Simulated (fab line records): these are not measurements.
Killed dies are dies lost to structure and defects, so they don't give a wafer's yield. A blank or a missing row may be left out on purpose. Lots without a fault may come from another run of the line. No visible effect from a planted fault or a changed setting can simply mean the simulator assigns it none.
Chamber matching | flow nand harc | 4 sister chambers for NHARC_P_M1_STRIP_18 on rie diel-05
The step strips in N2/H2. 18 wafers are shown with their chamber, then 9 later ones without.

== WAFERS PAIRED WITH THEIR CHAMBERS ==
wafer  | chamber | drypump motor current A (A) | rf vpp V (V) | oes product au (a.u.)
L077.2 | 1       | 6.0                         | 91.1         | 0.988
L077.3 | 2       | 5.7                         | 90.5         | 0.992
L077.6 | 3       | 5.6                         | 88.5         | 0.990
L079.1 | 0       | 5.5                         | 90.5         | 0.977
L079.5 | 0       | 5.5                         | 91.0         | 0.982
L079.6 | 1       | 6.0                         | 90.5         | 0.982
L084.3 | 2       | 5.7                         | 91.8         | 1.009
L084.4 | 1       | 5.9                         | 91.5         | 0.996
L084.6 | 1       | 6.0                         | 91.3         | 1.004
L085.2 | 0       | 5.5                         | 91.0         | 0.993
L085.3 | 2       | 5.7                         | 91.4         | 1.006
L085.6 | 3       | 5.6                         | 89.9         | 1.001
L089.1 | 1       | 5.9                         | 90.7         | 0.986
L089.3 | 3       | 5.6                         | 89.9         | 0.985
L089.4 | 0       | 5.5                         | 90.7         | 0.981
L091.4 | 0       | 5.4                         | 90.6         | 0.984
L091.5 | 1       | 6.0                         | 90.3         | 0.995
L091.6 | 2       | 5.7                         | 90.3         | 0.995

SIGNATURES, as means of the wafers listed above
reading                 | chamber 0 | chamber 1 | chamber 2 | chamber 3 | scatter within a chamber
drypump motor current A | 5.480     | 5.967     | 5.700     | 5.600     | 0.039
rf vpp V                | 90.760    | 90.900    | 91.000    | 89.433    | 0.546
oes product au          | 0.98340   | 0.99183   | 1.00050   | 0.99200   | 0.00756
Rule: for each reading, subtract the chamber's mean from the wafer's reading, divide by that reading's scatter and square the result; add these up over the readings and take the root, which gives the wafer's distance from the chamber. The wafer belongs to the nearest chamber; if the next one is less than 2 further off, it can't be placed. The scatter is the square root of a quotient: the sum, over the shown wafers, of each reading's squared deviation from its chamber's mean, divided by wafers minus chambers.

== WAFERS WITH NO CHAMBER GIVEN ==
wafer  | drypump motor current A (A) | rf vpp V (V) | oes product au (a.u.)
L093.1 | 5.7                         | 90.4         | 0.991
L093.3 | 6.0                         | 90.3         | 0.994
L093.4 | 5.6                         | 90.5         | 1.002
L097.1 | 5.6                         | 91.2         | 0.984
L097.3 | 5.9                         | 90.0         | 1.001
L097.6 | 5.5                         | 90.8         | 0.988
L096.1 | 5.9                         | 91.1         | 1.005
L096.2 | 5.6                         | 91.1         | 0.974
L096.4 | 5.5                         | 90.7         | 0.982

== EACH ONE'S CHAMBER ==
wafer  | from the rows above          | in truth
L093.1 | can't be placed: 2 or 3      | 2
L093.3 | 1                            | 1
L093.4 | can't be placed: 3 or 2 or 0 | 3
L097.1 | can't be placed: 0 or 2 or 3 | 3
L097.3 | 1                            | 1
L097.6 | 0                            | 0
L096.1 | 1                            | 1
L096.2 | can't be placed: 0 or 3 or 2 | 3
L096.4 | 0                            | 0
Placed correctly: 5 of 9. Unplaceable from these rows: 4, with the true chamber sitting among the candidates in 4. Wrongly placed: 0.
